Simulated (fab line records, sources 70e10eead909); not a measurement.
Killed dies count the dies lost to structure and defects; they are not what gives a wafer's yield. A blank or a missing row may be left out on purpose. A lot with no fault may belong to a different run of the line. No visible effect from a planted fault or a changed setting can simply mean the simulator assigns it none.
The tool behind it: which one?	flow nand harc	24 lots, 72 wafers sampled, at 6 steps of a route of 1159

WHAT EACH GAUGE READ, for each wafer
No reading from a measuring or inspecting step in the record can be judged against a usual standard deviation.

TOOL THAT RAN EACH LOT (tool first, then ch and the chambers of the sampled wafers, then the start)
lot	NHARC_A_STAIRCASE_TRIM_16	NHARC_A_STAIRCASE_DESCUM_186	NHARC_A_STAIRCASE_HM_DEP_456	NHARC_A_STAIRCASE_DESCUM_291	NHARC_A_STAIRCASE_STRIP_295	NHARC_A_STAIRCASE_HM_DEP_462
L075	rie diel-10 ch 1,2, day 10 17:22 or earlier	rie diel-11 ch 0,1,3, day 10 17:22	acl dep-02 ch 0, day 11 07:15	rie diel-10 ch 1,2,3, day 11 09:47	rie diel-10 ch 1,2,3, day 11 13:01 or earlier	acl dep-03 ch 0, day 11 13:01
L074	rie diel-13 ch 0,3, day 10 22:04 or earlier	rie diel-13 ch 0,3, day 10 22:04	acl dep-01 ch 0, day 11 09:41	rie diel-10 ch 1,2, day 11 12:13	rie diel-10 ch 1,3, day 11 15:08 or earlier	acl dep-03 ch 0, day 11 15:08
L077	rie diel-11 ch 0,3, day 11 12:33 or earlier	rie diel-13 ch 0,3, day 11 12:33	acl dep-03 ch 0, day 12 00:53	rie diel-11 ch 2,3, day 12 03:46	rie diel-11 ch 0,1,3, day 12 06:22 or earlier	acl dep-02 ch 0, day 12 06:22
L076	rie diel-10 ch 1,3, day 11 16:16 or earlier	rie diel-13 ch 0,1,2, day 11 16:16	acl dep-02 ch 0, day 12 02:21	rie diel-10 ch 0,3, day 12 05:04	rie diel-10 ch 0,2, day 12 09:41 or earlier	acl dep-03 ch 0, day 12 09:41
L078	rie diel-11 ch 0,2,3, day 11 22:23 or earlier	rie diel-10 ch 2,3, day 11 22:23	acl dep-02 ch 0, day 12 10:11	rie diel-11 ch 0,2, day 12 13:01	rie diel-11 ch 0,2,3, day 12 16:29 or earlier	acl dep-03 ch 0, day 12 16:29
L079	rie diel-13 ch 0,1,2, day 12 08:10 or earlier	rie diel-10 ch 0,1,2, day 12 08:10	acl dep-02 ch 0, day 12 18:20	rie diel-11 ch 0,1,3, day 12 20:22	rie diel-11 ch 1,2,3, day 13 00:30 or earlier	acl dep-01 ch 0, day 13 00:30
L080	rie diel-10 ch 0,1, day 12 09:14 or earlier	rie diel-10 ch 0,2, day 12 09:14	acl dep-03 ch 0, day 12 21:41	rie diel-11 ch 1,2,3, day 12 23:47	rie diel-11 ch 1,2, day 13 02:41 or earlier	acl dep-03 ch 0, day 13 02:41
L083	rie diel-10 ch 1,2,3, day 12 18:26 or earlier	rie diel-10 ch 1,2,3, day 12 18:26	acl dep-02 ch 0, day 13 06:48	rie diel-11 ch 0,1,2, day 13 09:44	rie diel-11 ch 0,1,3, day 13 16:00 or earlier	acl dep-03 ch 0, day 13 16:00
L082	rie diel-11 ch 2,3, day 12 20:02 or earlier	rie diel-11 ch 0,2, day 12 20:02	acl dep-03 ch 0, day 13 06:48	rie diel-13 ch 1,2, day 13 09:31	rie diel-13 ch 1,3, day 13 15:59 or earlier	acl dep-02 ch 0, day 13 15:59
L081	rie diel-11 ch 0,2, day 13 00:33 or earlier	rie diel-13 ch 1,3, day 13 00:33	acl dep-03 ch 0, day 13 13:12	rie diel-10 ch 0,1,2, day 13 15:49	rie diel-10 ch 1,2,3, day 14 00:04 or earlier	acl dep-02 ch 0, day 14 00:04
L085	rie diel-11 ch 0,2,3, day 13 06:17 or earlier	rie diel-11 ch 1,2,3, day 13 06:17	acl dep-01 ch 0, day 13 20:04	rie diel-11 ch 0,1,3, day 13 22:58	rie diel-11 ch 0,1,2, day 14 01:41 or earlier	acl dep-03 ch 0, day 14 01:41
L084	rie diel-13 ch 0,1,3, day 13 09:01 or earlier	rie diel-13 ch 1,2,3, day 13 09:01	acl dep-03 ch 0, day 13 23:50	rie diel-11 ch 0,1,2, day 14 02:50	rie diel-11 ch 0,1,2, day 14 06:09 or earlier	acl dep-02 ch 0, day 14 06:09
L088	rie diel-11 ch 0,1,3, day 14 04:44 or earlier	rie diel-13 ch 0,1,2, day 14 04:44	acl dep-02 ch 0, day 14 13:55	rie diel-11 ch 0,2,3, day 14 16:46	rie diel-11 ch 0,1,2, day 14 20:25 or earlier	acl dep-01 ch 0, day 14 20:25
L086	rie diel-10 ch 0,2,3, day 14 07:17 or earlier	rie diel-10 ch 0,1,3, day 14 07:17	acl dep-03 ch 0, day 14 17:29	rie diel-11 ch 0,1, day 14 20:19	rie diel-11 ch 1,2,3, day 14 22:33 or earlier	acl dep-02 ch 0, day 14 22:33
L087	rie diel-13 ch 0,1, day 14 11:28 or earlier	rie diel-11 ch 0,1, day 14 11:28	acl dep-02 ch 0, day 14 20:46	rie diel-13 ch 0,2,3, day 14 23:02	rie diel-13 ch 0,1,2, day 15 01:56 or earlier	acl dep-03 ch 0, day 15 01:56
L090	rie diel-11 ch 1,2,3, day 14 18:07 or earlier	rie diel-10 ch 0,1,2, day 14 18:07	acl dep-02 ch 0, day 15 04:30	rie diel-11 ch 0,2,3, day 15 07:03	rie diel-11 ch 0,2,3, day 15 09:36 or earlier	acl dep-02 ch 0, day 15 09:36
L089	rie diel-10 ch 0,1,2, day 14 18:17 or earlier	rie diel-13 ch 0,1,3, day 14 18:17	acl dep-01 ch 0, day 15 04:17	rie diel-13 ch 1,2,3, day 15 07:13	rie diel-13 ch 2,3, day 15 11:10 or earlier	acl dep-02 ch 0, day 15 11:10
L091	rie diel-10 ch 0,2, day 15 07:45 or earlier	rie diel-13 ch 0,2,3, day 15 07:45	acl dep-01 ch 0, day 15 23:16	rie diel-13 ch 0,1,3, day 16 02:12	rie diel-13 ch 1,3, day 16 08:48 or earlier	acl dep-02 ch 0, day 16 08:48
L092	rie diel-10 ch 2,3, day 15 08:11 or earlier	rie diel-10 ch 0,1,3, day 15 08:11	acl dep-01 ch 0, day 15 21:24	rie diel-13 ch 2,3, day 16 00:16	rie diel-13 ch 1,2,3, day 16 06:57 or earlier	acl dep-02 ch 0, day 16 06:57
L093	rie diel-13 ch 0,1,3, day 15 14:44 or earlier	rie diel-13 ch 1,2,3, day 15 14:44	acl dep-02 ch 0, day 16 05:43	rie diel-10 ch 0,1,2, day 16 07:53	rie diel-10 ch 0,2,3, day 16 11:50 or earlier	acl dep-03 ch 0, day 16 11:50
L094	rie diel-13 ch 0,2,3, day 16 12:10 or earlier	rie diel-10 ch 1,2,3, day 16 12:10	acl dep-01 ch 0, day 16 23:35	rie diel-13 ch 1,2,3, day 17 01:59	rie diel-13 ch 0,2,3, day 17 04:37 or earlier	acl dep-02 ch 0, day 17 04:37
L096	rie diel-10 ch 0,1,2, day 16 19:55 or earlier	rie diel-13 ch 0,1,2, day 16 19:55	acl dep-02 ch 0, day 17 06:32	rie diel-13 ch 0,2,3, day 17 09:28	rie diel-13 ch 0,2,3, day 17 13:31 or earlier	acl dep-02 ch 0, day 17 13:31
L095	rie diel-13 ch 0,2,3, day 16 19:52 or earlier	rie diel-13 ch 0,1,3, day 16 19:52	acl dep-03 ch 0, day 17 06:00	rie diel-11 ch 2,3, day 17 08:34	rie diel-11 ch 1,2,3, day 17 12:15 or earlier	acl dep-01 ch 0, day 17 12:15
L097	rie diel-11 ch 0,2,3, day 17 07:43 or earlier	rie diel-10 ch 2,3, day 17 07:43	acl dep-02 ch 0, day 17 18:16	rie diel-10 ch 0,1,2, day 17 20:30	rie diel-10 ch 0,1,2, day 17 23:32 or earlier	acl dep-02 ch 0, day 17 23:32
- NHARC_A_STAIRCASE_TRIM_16: chemistry O2, time 211.2 s.
- NHARC_A_STAIRCASE_DESCUM_186: chemistry O2, time 3 s.
- NHARC_A_STAIRCASE_HM_DEP_456: deposits aC, target thk 1500 nm.
- NHARC_A_STAIRCASE_DESCUM_291: chemistry O2, time 3 s.
- NHARC_A_STAIRCASE_STRIP_295: strips in O2.
- NHARC_A_STAIRCASE_HM_DEP_462: deposits aC, target thk 800 nm.

WHAT THE TOOLS THEMSELVES READ (means of the sampled wafers that have a number; where no wafer has one, the mark that the record gives instead)
NHARC_A_STAIRCASE_TRIM_16. Usual: drypump motor current A 5.7 A, standard deviation 0.47; oes product au 1.003 a.u., standard deviation 0.014; rf vpp V 57.8 V, standard deviation 0.91; showerhead plenum p Torr 3.51 Torr, standard deviation 0.16; throttle valve pct 17.036 %, standard deviation 0.0096.
lot	tool	drypump motor current A (A)	oes product au (a.u.)	rf vpp V (V)	showerhead plenum p Torr (Torr)	throttle valve pct (%)	flag
L075	rie diel-10	6.1	1.009	57.4	3.33	17.036	
L074	rie diel-13	5.1	1.018	57.4	3.32	17.037	
L077	rie diel-11	6.0	0.997	57.6	3.52	17.031	
L076	rie diel-10	6.1	1.000	57.8	3.50	17.036	
L078	rie diel-11	6.2	1.006	57.1	3.55	17.041	
L079	rie diel-13	5.4	1.016	58.3	3.47	17.035	
L080	rie diel-10	6.3	1.001	57.6	3.58	17.029	
L083	rie diel-10	6.0	1.001	58.3	3.44	17.034	
L082	rie diel-11	6.3	0.995	58.0	3.54	17.040	
L081	rie diel-11	6.4	0.991	58.4	3.57	17.033	
L085	rie diel-11	6.2	0.994	57.6	3.54	17.039	
L084	rie diel-13	5.3	1.008	58.1	3.53	17.030	
L088	rie diel-11	5.7	0.991	56.8	3.45	17.042	
L086	rie diel-10	6.0	1.011	58.2	3.58	17.036	
L087	rie diel-13	5.4	1.018	57.8	3.68	17.040	
L090	rie diel-11	5.9	0.999	57.6	3.45	17.047	
L089	rie diel-10	6.1	1.009	58.9	3.46	17.041	
L091	rie diel-10	6.1	1.006	58.9	3.62	17.030	
L092	rie diel-10	5.9	0.997	58.0	3.54	17.031	
L093	rie diel-13	5.3	1.012	57.7	3.51	17.030	
L094	rie diel-13	5.2	1.007	58.0	3.59	17.039	
L096	rie diel-10	6.1	1.000	58.6	3.64	17.036	
L095	rie diel-13	5.2	1.013	58.2	3.59	17.046	
L097	rie diel-11	6.2	0.999	57.8	3.52	17.031	

NHARC_A_STAIRCASE_DESCUM_186. Usual: drypump motor current A 5.7 A, standard deviation 0.47; oes product au 1.003 a.u., standard deviation 0.016; rf vpp V 57.9 V, standard deviation 0.89; showerhead plenum p Torr 1.91 Torr, standard deviation 0.1; throttle valve pct 11.311 %, standard deviation 0.0086.
lot	tool	drypump motor current A (A)	oes product au (a.u.)	rf vpp V (V)	showerhead plenum p Torr (Torr)	throttle valve pct (%)	flag
L075	rie diel-11	5.7	1.001	58.0	1.88	11.305	
L074	rie diel-13	5.0	1.016	57.4	1.80	11.313	
L077	rie diel-13	5.1	1.041	56.9	1.77	11.314	
L076	rie diel-13	5.4	1.018	58.2	1.88	11.310	
L078	rie diel-10	5.7	1.002	57.7	1.89	11.301	
L079	rie diel-10	6.1	0.998	58.1	1.88	11.312	
L080	rie diel-10	5.8	1.003	57.5	1.91	11.308	
L083	rie diel-10	6.0	0.992	57.8	1.86	11.316	
L082	rie diel-11	6.4	0.996	58.2	1.94	11.302	
L081	rie diel-13	5.2	1.011	57.7	1.82	11.311	
L085	rie diel-11	5.9	0.985	57.4	1.87	11.307	
L084	rie diel-13	5.3	1.002	58.4	1.89	11.315	
L088	rie diel-13	5.4	1.001	58.0	1.98	11.303	
L086	rie diel-10	6.2	0.995	56.7	1.91	11.320	
L087	rie diel-11	5.8	0.990	57.2	1.88	11.309	
L090	rie diel-10	6.1	0.995	58.2	1.88	11.310	
L089	rie diel-13	5.3	1.013	57.6	1.91	11.310	
L091	rie diel-13	5.2	1.005	58.0	1.96	11.308	
L092	rie diel-10	6.2	0.995	57.7	2.02	11.310	
L093	rie diel-13	5.3	1.005	58.1	1.88	11.318	
L094	rie diel-10	6.0	1.018	58.2	1.96	11.312	
L096	rie diel-13	5.4	1.012	58.5	1.97	11.305	
L095	rie diel-13	5.2	1.017	58.2	1.90	11.315	
L097	rie diel-10	5.7	1.008	57.4	1.88	11.313	

NHARC_A_STAIRCASE_HM_DEP_456. Usual: 34.999 % for throttle valve pct, sd 0.0094.
lot	tool	throttle valve pct (%)	flag
L075	acl dep-02	35.007	
L074	acl dep-01	35.010	
L077	acl dep-03	34.993	
L076	acl dep-02	34.999	
L078	acl dep-02	34.996	
L079	acl dep-02	34.998	
L080	acl dep-03	35.002	
L083	acl dep-02	35.012	
L082	acl dep-03	34.997	
L081	acl dep-03	35.004	
L085	acl dep-01	34.994	
L084	acl dep-03	35.005	
L088	acl dep-02	34.992	
L086	acl dep-03	35.001	
L087	acl dep-02	34.996	
L090	acl dep-02	34.988	
L089	acl dep-01	34.997	
L091	acl dep-01	35.000	
L092	acl dep-01	35.001	
L093	acl dep-02	34.998	
L094	acl dep-01	34.999	
L096	acl dep-02	34.995	
L095	acl dep-03	35.001	
L097	acl dep-02	34.999	

NHARC_A_STAIRCASE_DESCUM_291. Usual: drypump motor current A 5.7 A, standard deviation 0.48; oes product au 1.000 a.u., standard deviation 0.014; rf vpp V 57.7 V, standard deviation 0.89; showerhead plenum p Torr 1.90 Torr, standard deviation 0.087; throttle valve pct 11.310 %, standard deviation 0.009.
lot	tool	drypump motor current A (A)	oes product au (a.u.)	rf vpp V (V)	showerhead plenum p Torr (Torr)	throttle valve pct (%)	flag
L075	rie diel-10	6.0	1.008	58.2	1.87	11.303	
L074	rie diel-10	6.1	1.007	56.4	1.80	11.303	
L077	rie diel-11	6.1	1.004	57.8	1.91	11.304	
L076	rie diel-10	6.1	0.993	57.7	1.99	11.311	
L078	rie diel-11	6.2	0.996	58.0	1.94	11.314	
L079	rie diel-11	5.7	0.991	57.7	1.87	11.309	
L080	rie diel-11	5.9	0.984	57.2	1.87	11.313	
L083	rie diel-11	5.9	0.986	57.5	1.89	11.313	
L082	rie diel-13	5.4	0.990	58.3	1.95	11.307	
L081	rie diel-10	6.1	0.999	57.3	1.88	11.311	
L085	rie diel-11	5.7	0.994	56.5	1.87	11.304	
L084	rie diel-11	5.9	0.990	57.6	1.89	11.296	
L088	rie diel-11	6.2	1.002	58.2	1.91	11.309	
L086	rie diel-11	5.5	0.986	57.3	1.84	11.304	
L087	rie diel-13	5.2	1.016	57.6	1.96	11.317	
L090	rie diel-11	6.1	1.004	57.8	1.91	11.312	
L089	rie diel-13	5.3	0.997	57.9	1.88	11.324	
L091	rie diel-13	5.2	1.013	57.6	1.90	11.308	
L092	rie diel-13	5.2	1.001	57.8	1.93	11.311	
L093	rie diel-10	6.0	1.006	58.4	1.98	11.307	
L094	rie diel-13	5.3	1.001	56.7	1.88	11.317	
L096	rie diel-13	5.2	1.002	59.1	1.95	11.307	
L095	rie diel-11	6.1	0.986	58.0	1.90	11.304	
L097	rie diel-10	6.1	1.004	57.3	1.98	11.320	

NHARC_A_STAIRCASE_STRIP_295. Usual: drypump motor current A 5.8 A, standard deviation 0.49; oes product au 1.000 a.u., standard deviation 0.013; rf vpp V 57.7 V, standard deviation 0.89; showerhead plenum p Torr 3.51 Torr, standard deviation 0.15; throttle valve pct 17.037 %, standard deviation 0.0087.
lot	tool	drypump motor current A (A)	oes product au (a.u.)	rf vpp V (V)	showerhead plenum p Torr (Torr)	throttle valve pct (%)	flag
L075	rie diel-10	6.0	1.002	56.6	3.44	17.038	
L074	rie diel-10	6.2	1.010	57.3	3.39	17.038	
L077	rie diel-11	5.7	0.995	57.8	3.46	17.037	
L076	rie diel-10	5.8	0.998	57.5	3.53	17.037	
L078	rie diel-11	6.2	1.000	57.4	3.55	17.030	
L079	rie diel-11	5.9	0.998	58.0	3.46	17.039	
L080	rie diel-11	5.6	0.969	56.8	3.40	17.037	
L083	rie diel-11	5.7	0.987	57.4	3.45	17.033	
L082	rie diel-13	5.2	1.014	57.2	3.36	17.028	
L081	rie diel-10	6.0	0.999	57.5	3.43	17.044	
L085	rie diel-11	5.9	0.989	58.1	3.48	17.032	
L084	rie diel-11	5.9	0.998	57.6	3.48	17.035	
L088	rie diel-11	5.9	0.989	57.6	3.48	17.039	
L086	rie diel-11	5.9	0.995	57.4	3.45	17.033	
L087	rie diel-13	5.5	1.005	58.7	3.63	17.043	
L090	rie diel-11	6.1	1.002	58.8	3.53	17.037	
L089	rie diel-13	5.2	0.997	57.6	3.55	17.035	
L091	rie diel-13	5.2	1.017	57.6	3.35	17.031	
L092	rie diel-13	5.3	0.998	57.6	3.47	17.031	
L093	rie diel-10	6.0	1.006	58.4	3.57	17.037	
L094	rie diel-13	5.2	1.011	58.0	3.59	17.040	
L096	rie diel-13	5.2	1.002	57.2	3.58	17.041	
L095	rie diel-11	5.9	1.004	57.3	3.44	17.037	
L097	rie diel-10	6.1	1.003	58.6	3.63	17.043	

NHARC_A_STAIRCASE_HM_DEP_462. Usual: 34.999 % for throttle valve pct, sd 0.0086.
lot	tool	throttle valve pct (%)	flag
L075	acl dep-03	34.991	
L074	acl dep-03	34.995	
L077	acl dep-02	35.002	
L076	acl dep-03	34.988	
L078	acl dep-03	35.000	
L079	acl dep-01	35.001	
L080	acl dep-03	35.000	
L083	acl dep-03	34.995	
L082	acl dep-02	35.001	
L081	acl dep-02	35.003	
L085	acl dep-03	35.002	
L084	acl dep-02	35.000	
L088	acl dep-01	34.992	
L086	acl dep-02	34.997	
L087	acl dep-03	34.997	
L090	acl dep-02	34.997	
L089	acl dep-02	34.999	
L091	acl dep-02	35.002	
L092	acl dep-02	35.002	
L093	acl dep-03	34.996	
L094	acl dep-02	35.006	
L096	acl dep-02	35.004	
L095	acl dep-01	35.003	
L097	acl dep-02	35.000	

THE ANSWER, worked out from the rows above alone
Rule: take the mean of a lot's wafers that have a number; if it is more than 3 standard deviations from the usual mean, the lot is off. Also off: a lot with no number at a reading for which 4 or more lots have one. Any other lot the step has rows for is counted as sound. First the gauges in route order, then the tools' own readings, where a lot's mean is used as printed above. At the first step where some lot is off, the reading lying furthest off is the one used; lots without a number count as furthest.
No lot is off at any reading shown: from this, nothing can be told.

WHAT THE SIMULATOR HAD INSERTED
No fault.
